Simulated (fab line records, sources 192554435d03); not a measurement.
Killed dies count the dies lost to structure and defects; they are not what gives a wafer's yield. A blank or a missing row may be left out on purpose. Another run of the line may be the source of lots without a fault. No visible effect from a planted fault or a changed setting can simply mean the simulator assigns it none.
Matching of chambers | flow n5-finfet | 4 sister chambers for N5_ILD0_CMP_03 on cmp-03
The step polishes, stops on SiNx, t overpolish 1.9 s, target thk 197.38 nm. 4 wafers are shown with their chamber, then 7 later ones without.

== WAFERS WITH THEIR CHAMBER ==
wafer  | chamber | motor-current-A (A)
L082.3 | 0       | 11.5
L085.5 | 1       | 12.0
L087.1 | 2       | 15.4
L087.4 | 3       | 13.0

== WAFERS WITHOUT THEIR CHAMBER ==
wafer  | motor-current-A (A)
L087.5 | 15.1
L094.1 | 13.3
L094.2 | 11.1
L094.3 | 14.8
L096.1 | 14.6
L096.3 | 13.2
L096.4 | 13.3

== THE CHAMBER EACH PASSED THROUGH ==
wafer  | from the rows above     | in truth
L087.5 | 2                       | 2
L094.1 | 3                       | 3
L094.2 | can't be placed: 0 or 1 | 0
L094.3 | 2                       | 2
L096.1 | can't be placed: 2 or 3 | 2
L096.3 | 3                       | 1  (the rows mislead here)
L096.4 | 3                       | 3
Correct placement for 4 of the 7. These rows do not allow placing 2 (true chamber among the candidates in 2). 1 placed wrongly.
How it was worked out, from the rows above alone: a wafer's distance from a chamber is the root of the sum, over the readings, of the square of ((its reading less the chamber's mean) divided by the reading's scatter). If the next closest chamber is less than 2 further off than the closest, the wafer can't be placed; otherwise it belongs to the closest. A chamber's mean is the mean of its shown wafers. The scatter (one wafer shown for each chamber): square how far every hidden wafer sits from the nearest shown wafer, average those squares and take the square root.
